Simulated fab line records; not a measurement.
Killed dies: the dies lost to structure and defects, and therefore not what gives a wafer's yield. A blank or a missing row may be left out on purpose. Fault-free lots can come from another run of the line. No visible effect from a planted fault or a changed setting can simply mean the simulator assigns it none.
Chamber matching | flow nand harc | ald hk-03 running NHARC_A_CHANNEL_FILL_D1_ALD_02: 4 sister chambers
The step deposits SiO2, target thk 6 nm, pulse time 10 s, ald cycles 60. 8 wafers are shown with their chamber, then 9 later ones without.

## WAFERS, EACH WITH ITS CHAMBER
wafer  | chamber | heater power w (W) | susceptor temp C (C)
L076.3 | 0       | 461                | 299.88
L083.3 | 3       | 529                | 299.61
L087.4 | 1       | 533                | 300.10
L087.5 | 1       | 522                | 299.98
L087.6 | 2       | 429                | 300.26
L088.1 | 3       | 539                | 299.69
L088.3 | 2       | 435                | 299.71
L088.5 | 0       | 445                | 299.97

## WAFERS MISSING THEIR CHAMBER
wafer  | heater power w (W) | susceptor temp C (C)
L089.2 | 444                | 300.26
L089.4 | 536                | 299.89
L089.6 | 430                | 300.01
L091.2 | 539                | 300.06
L091.3 | 434                | 300.09
L091.4 | 452                | 299.65
L094.1 | 511                | 300.12
L094.2 | 440                | 300.16
L094.3 | 441                | 300.15

## WHICH CHAMBER EACH ONE RAN IN
wafer  | from the rows above     | in truth
L089.2 | can't be placed: 0 or 2 | 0
L089.4 | can't be placed: 3 or 1 | 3
L089.6 | 2                       | 2
L091.2 | can't be placed: 1 or 3 | 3
L091.3 | can't be placed: 2 or 0 | 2
L091.4 | can't be placed: 0 or 2 | 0
L094.1 | can't be placed: 1 or 3 | 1
L094.2 | can't be placed: 2 or 0 | 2
L094.3 | can't be placed: 2 or 0 | 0
Placed correctly: 1 of 9. Can't be placed from these rows: 8 (the true chamber is among the candidates in 8). Number placed wrongly: 0.
How it was worked out, from the rows above alone: a wafer's distance from a chamber is the root of the sum, over the readings, of the square of ((its reading less the chamber's mean) divided by the reading's scatter). The wafer belongs to the nearest chamber; if the next one is less than 2 further off, it can't be placed. A chamber's mean is the mean of its shown wafers. The scatter: take each reading less its chamber's mean, square it, sum over the shown wafers, divide by the number of wafers less the number of chambers, and take the root.
